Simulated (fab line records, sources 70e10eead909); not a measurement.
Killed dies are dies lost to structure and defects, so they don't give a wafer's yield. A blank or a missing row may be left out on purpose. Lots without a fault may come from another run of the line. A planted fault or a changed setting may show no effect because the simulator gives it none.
Chamber matching | flow nand_harc | NHARC_A_M1_DEP_33 on pecvd-04: 3 sister chambers
The step deposits SiCN, target thk 30 nm. 3 wafers are shown with their chamber, then 8 later ones without.

WAFERS WITH THEIR CHAMBER
wafer  | chamber | heater_power_w (W)
L088.4 | 1       | 620
L088.6 | 2       | 614
L090.2 | 0       | 636

WAFERS WITHOUT THEIR CHAMBER
wafer  | heater_power_w (W)
L090.4 | 640
L090.6 | 577
L091.1 | 652
L091.3 | 653
L091.6 | 660
L097.1 | 632
L097.2 | 679
L097.6 | 625

WHICH CHAMBER EACH WENT THROUGH
wafer  | from the rows above          | in truth
L090.4 | can't be placed: 0 or 1 or 2 | 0
L090.6 | can't be placed: 2 or 1 or 0 | 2
L091.1 | can't be placed: 0 or 1 or 2 | 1
L091.3 | can't be placed: 0 or 1 or 2 | 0
L091.6 | can't be placed: 0 or 1 or 2 | 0
L097.1 | can't be placed: 0 or 1 or 2 | 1
L097.2 | can't be placed: 0 or 1 or 2 | 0
L097.6 | can't be placed: 1 or 0 or 2 | 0
Placed correctly: 0 of 8. Can't be placed from these rows: 8 (the true chamber is among the candidates in 8). Placed wrongly: 0.
How it was worked out, from the rows above alone: a wafer's distance from a chamber is the root of the sum, over the readings, of the square of ((its reading less the chamber's mean) divided by the reading's scatter). The wafer belongs to the nearest chamber; if the next one is less than 2 further off, it can't be placed. A chamber's mean is the mean of its shown wafers. The scatter: with one shown wafer a chamber, the root of the mean of the squares of how far each hidden wafer lies from its nearest shown one.
